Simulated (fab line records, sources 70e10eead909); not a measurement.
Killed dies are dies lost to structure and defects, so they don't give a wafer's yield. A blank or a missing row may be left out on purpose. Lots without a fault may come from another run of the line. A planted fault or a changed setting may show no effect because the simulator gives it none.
fab line records | flow nand_harc | part 2 of 2: steps 5 to 6 of 6
record lots=24 wafers=72 last_day=33
route steps=1302 shown A_STAIRCASE@736
lots that met no fault: from a run of the same line without faults
start_h: hours from the record's first day to the start of the lot's first wafer shown | wait_h: hours since the lot's step before | " the same as in the row above | L1.1+2: a row that stands for several wafers | - no value, or no start given | * or withheld: withheld | < > ~ a bound
route shown NAME@n: a module of which the file shows steps, and the number in the route of the first | usual: mean/standard deviation of fault-free wafers | same: alike in all rows | chamber/n: place in a boat | sites: the reading at each site | _std_site: their standard deviation | _edge_site: outer sites' mean less inner sites' | radius_mm: how far each site lies from the wafer's centre | mask NAME#n: copy n | behind: the tool/chamber that last shaped the wafer | hold: why the lot was held/for how many hours/how that ended | device: the transistor (n, p or np) that didn't switch | end of line: the same wafers' tests at the end of the route | a step without rows: its recipe alone | killed: dies lost to structure and defects at the first sort, not the wafer's yield | map: a wafer's dies, x killed, . not, _ none there
set.NAME: the setting as run; set.NAME@STEP: as run at that earlier step | model.NAME: the simulator's own value behind a step, which no gauge read
steps of the route over a sample of lots; a table a step, a row a wafer
services: from which hour (start_h, from the record's first day; less than 0 if before it) a tool's chamber was out of use, for how many hours, and why
## steps
# step NHARC_A_STAIRCASE_ETCH_444
# recipe target_depth_a=2.04e+05 time_s=6800 c4f8_flow_sccm=20 o2_flow_sccm=10 ar_flow_sccm=withheld rf_w=600 bias_w=1000 chemistry=C4F8/O2
# usual oes_product_au=0.942/0.026 rf_vpp_V=806/4.6
# columns lot.wafer tool chamber start_h wait_h oes_product_au rf_hours_counter_h rf_vpp_V
L074.4 rie_diel-13 2 429.45 0.1 0.946 28 807
L074.6 " 2 431.34 1.9 0.942 - 808
L074.5 " 3 " " 0.925 - 799
L075.1 rie_diel-08 3 449.61 0.5 0.982 21 802
L075.2 " 0 " " 0.959 18 807
L075.6 " 3 451.49 2.4 0.976 - 802
L076.4 rie_diel-04 0 449.77 0.5 0.906 23 811
L076.2 " 2 " " 0.940 20 815
L076.6 " 3 " " 0.936 - 805
L077.4 rie_diel-13 2 460.48 0.1 0.935 34 807
L077.1 " 1 461.86 1.5 0.927 39 815
L077.6 " 3 " " 0.916 - 801
L078.2 rie_diel-08 2 460.91 0.5 0.925 25 806
L078.3 " 3 " " 0.928 25 803
L078.4 " 0 " " 0.920 20 808
L079.2 rie_diel-08 0 471.94 1.4 0.928 24 808
L079.6 " 1 " " 0.923 - 804
L079.4 " 0 473.85 3.3 0.924 - 808
L080.2 rie_diel-04 1 489.80 0.5 0.916 31 813
L080.5 " 0 491.21 1.9 0.910 - 812
L080.6 " 1 " " 0.915 - 810
L081.1 rie_diel-08 1 500.20 1.0 0.932 38 807
L081.6 " 3 " " 0.935 - 802
L081.5 " 0 " " 0.927 - 807
L082.4 rie_diel-13 0 500.99 1.5 0.922 51 803
L082.1 " 1 " " 0.918 49 815
L082.6 " 3 " " 0.922 - 797
L083.2 rie_diel-08 3 537.67 0.1 0.921 53 803
L083.3 " 0 " " 0.915 47 808
L083.4 " 2 " " 0.962 44 805
L085.4 rie_diel-13 2 545.00 0.1 0.975 7 807
L085.2 " 0 " " 0.977 6 802
L085.5 " 2 " " 0.972 - 806
L086.1 rie_diel-04 2 546.26 1.5 0.989 1 815
L086.5 " 3 " " 0.966 - 803
L086.6 " 0 " " 0.937 - 811
L084.1 rie_diel-04 2 548.29 3.2 1.010 3 814
L084.3 " 3 " " 0.992 5 803
L084.5 " 1 " " 0.974 - 811
L087.3 rie_diel-04 2 571.86 0.1 0.984 11 816
L087.1 " 3 " " 0.962 11 803
L087.5 " 3 574.27 2.5 0.956 - 802
L088.2 rie_diel-13 2 572.50 0.5 0.992 17 807
L088.4 " 0 " " 0.971 15 802
L088.6 " 2 " " 0.986 - 808
L089.2 rie_diel-08 2 582.24 0.5 0.983 9 806
L089.3 " 3 " " 0.974 9 801
L089.6 " 1 " " 0.942 - 805
L091.2 rie_diel-04 2 588.22 0.1 0.945 18 815
L091.4 " 0 " " 0.911 17 809
L091.3 " 1 " " 0.926 16 811
L090.1 rie_diel-08 3 588.38 0.1 0.989 12 801
L090.4 " 2 589.81 1.5 0.997 14 807
L090.5 " 0 " " 0.984 - 806
L094.4 rie_diel-04 3 624.25 0.1 0.923 31 803
L094.1 " 1 " " 0.929 26 812
L094.5 " 0 626.64 2.4 0.903 - 809
L093.2 rie_diel-08 3 624.88 0.5 0.927 19 802
L093.3 " 1 " " 0.913 24 805
L093.6 " 3 " " 0.931 - 802
L092.4 rie_diel-13 1 625.63 1.1 0.923 34 814
L092.5 " 3 " " 0.917 - 799
L092.6 " 0 " " 0.920 - 802
L095.3 rie_diel-08 2 636.05 0.1 0.933 29 807
L095.4 " 3 " " 0.927 25 801
L095.1 " 0 " " 0.936 28 807
L096.1 rie_diel-08 3 643.95 0.6 0.936 29 800
L096.3 " 0 " " 0.941 31 808
L096.6 " 2 " " 0.934 - 806
L097.2 rie_diel-13 3 658.42 0.7 0.916 54 797
L097.4 " 2 659.71 2.0 0.946 - 806
L097.5 " 0 661.00 3.3 0.922 - 801
# step NHARC_A_STAIRCASE_STRIP_446
# recipe power_w=1500 temp_c=250 chemistry=O2
# usual drypump_motor_current_A=5.3/0.33 heater_power_w=334/55
# columns lot.wafer tool chamber start_h wait_h drypump_motor_current_A heater_power_w rf_hours_counter_h
L074.4 plasma_asher-01 0 433.96 0.2 5.2 404 -
L074.6 " 1 " " 5.7 309 -
L074.5 " 0 " " 5.2 419 -
L075.1 plasma_asher-01 0 453.51 0.0 5.3 402 21
L075.2 " 1 " " 5.7 308 21
L075.6 " 1 " " 5.7 315 -
L076.2 plasma_asher-02 1 454.01 0.4 4.8 274 4
L076.4 " 1 " " 4.8 271 -
L076.6 " 1 " " 4.8 270 -
L077.1 plasma_asher-02 0 464.84 0.1 5.4 333 6
L077.4 " 0 " " 5.4 329 -
L077.6 " 1 " " 4.8 272 -
L078.2 plasma_asher-01 1 464.99 0.2 5.7 310 24
L078.4 " 1 " " 5.7 315 -
L078.3 " 0 " " 5.3 416 -
L079.2 plasma_asher-01 1 476.03 0.0 5.7 316 26
L079.4 " 1 " " 5.7 311 -
L079.6 " 0 " " 5.3 419 -
L080.2 plasma_asher-01 1 493.69 0.0 5.7 312 30
L080.5 " 1 " " 5.7 309 -
L080.6 " 0 " " 5.2 411 -
L081.1 plasma_asher-01 0 503.62 0.0 5.2 411 31
L081.5 " 0 " " 5.2 406 -
L081.6 " 1 " " 5.7 316 -
L082.1 plasma_asher-01 1 504.45 0.0 5.8 317 31
L082.4 " 0 " " 5.2 409 -
L082.6 " 1 " " 5.7 309 -
L083.2 plasma_asher-01 0 542.29 0.3 5.2 406 5
L083.4 " 1 " " 5.7 308 -
L083.3 " 0 " " 5.2 414 -
L086.1 plasma_asher-02 1 549.23 0.0 4.8 266 20
L086.5 " 1 " " 4.8 277 -
L086.6 " 0 " " 5.5 323 -
L085.2 plasma_asher-01 1 549.38 0.0 5.7 315 6
L085.4 " 0 " " 5.2 409 -
L085.5 " 0 " " 5.2 431 -
L084.1 plasma_asher-02 0 552.23 0.1 5.5 326 21
L084.3 " 0 " " 5.4 323 -
L084.5 " 0 " " 5.4 329 -
L087.1 plasma_asher-01 1 576.33 0.1 5.7 311 13
L087.3 " 1 " " 5.7 309 -
L087.5 " 0 " " 5.3 417 -
L088.2 plasma_asher-02 0 576.49 0.1 5.5 335 27
L088.4 " 1 " " 4.8 263 -
L088.6 " 1 " " 4.8 275 -
L089.2 plasma_asher-01 0 586.12 0.0 5.2 415 15
L089.3 " 1 " " 5.8 311 -
L089.6 " 0 " " 5.3 416 -
L091.2 plasma_asher-02 1 592.68 0.1 4.8 272 31
L091.3 " 0 " " 5.5 329 -
L091.4 " 1 " " 4.8 266 -
L090.1 plasma_asher-01 0 592.82 0.1 5.2 416 17
L090.4 " 0 " " 5.2 409 -
L090.5 " 1 " " 5.7 323 -
L094.1 plasma_asher-01 0 628.71 0.1 5.2 408 25
L094.4 " 1 " " 5.7 315 -
L094.5 " 0 " " 5.2 409 -
L093.2 plasma_asher-02 0 628.82 0.1 5.5 310 4
L093.3 " 1 " " 4.8 260 -
L093.6 " 0 " " 5.5 312 -
L092.4 plasma_asher-02 1 629.16 0.1 4.8 255 -
L092.6 " 1 " " 4.8 256 -
L092.5 " 0 " " 5.4 309 -
L095.1 plasma_asher-01 0 640.47 0.1 5.3 408 27
L095.4 " 1 " " 5.7 307 -
L095.3 " 0 " " 5.3 411 -
L096.1 plasma_asher-02 0 647.89 0.0 5.4 310 8
L096.3 " 1 " " 4.8 251 -
L096.6 " 1 " " 4.8 258 -
L097.2 plasma_asher-02 1 663.19 0.0 4.8 266 10
L097.4 " 1 " " 4.8 250 -
L097.5 " 0 " " 5.5 312 -
## services
# columns tool chamber start_h hours kind
rie_diel-04 0 335.91 - clean
rie_diel-04 1 335.91 - clean
rie_diel-13 - 342.06 9.0 pm
plasma_asher-01 - 352.45 0.5 repair
rie_diel-04 - 356.45 9.0 pm
rie_diel-04 3 366.72 9.6 repair
rie_diel-08 - 368.13 9.0 pm
rie_diel-04 3 380.24 6.1 repair
plasma_asher-02 - 385.45 1.6 repair
plasma_asher-02 - 389.15 0.8 repair
rie_diel-04 1 398.20 6.0 repair
plasma_asher-02 - 426.12 9.0 pm
rie_diel-08 2 464.98 26.5 repair
rie_diel-13 1 502.11 6.3 repair
rie_diel-13 3 503.17 2.0 repair
rie_diel-13 - 519.06 9.0 pm
plasma_asher-01 - 519.83 9.0 pm
plasma_asher-02 - 525.44 23.7 repair
rie_diel-04 - 533.45 9.0 pm
rie_diel-13 0 590.19 16.5 repair
rie_diel-13 3 593.53 2.5 repair
plasma_asher-02 - 603.12 9.0 pm
rie_diel-08 3 610.14 12.8 repair
rie_diel-13 1 641.50 27.9 repair
